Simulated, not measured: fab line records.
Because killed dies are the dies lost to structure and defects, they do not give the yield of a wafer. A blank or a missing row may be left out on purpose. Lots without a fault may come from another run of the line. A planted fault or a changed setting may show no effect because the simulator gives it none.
Chamber matching -- flow n5_finfet -- rie_diel-02 running N5_BEOL_M13_ETCH_68: 4 sister chambers
The step etches SOC in N2/H2, time 355 s. 4 wafers are shown with their chamber, then 9 later ones without.

WAFERS WITH THEIR CHAMBER
wafer,chamber,showerhead_plenum_p_Torr (Torr)
L080.6,3,2.42
L087.1,2,2.56
L087.5,1,2.46
L087.6,0,2.60

WAFERS WITH NO CHAMBER GIVEN
wafer,showerhead_plenum_p_Torr (Torr)
L088.1,2.41
L088.4,2.59
L088.5,2.41
L091.1,2.56
L091.4,2.46
L091.5,2.46
L095.3,2.59
L095.5,2.45
L095.6,2.55

EACH ONE'S CHAMBER
wafer,from the rows above,in truth
L088.1,3,3
L088.4,0,0
L088.5,3,3
L091.1,2,2
L091.4,1,1
L091.5,1,1
L095.3,0,0
L095.5,1,1
L095.6,2,2
Placed correctly: 9 of 9. Left unplaced by these rows: 0. Number placed wrongly: 0.
How it was worked out, from the rows above alone: a wafer's distance from a chamber is the root of the sum, over the readings, of the square of ((its reading less the chamber's mean) divided by the reading's scatter). The wafer belongs to the nearest chamber; if the next one is less than 2 further off, it can't be placed. For every chamber, the mean is computed from those of its wafers that are shown. The scatter: root of mean squared gap, hidden wafer to nearest shown wafer, with one shown wafer a chamber.
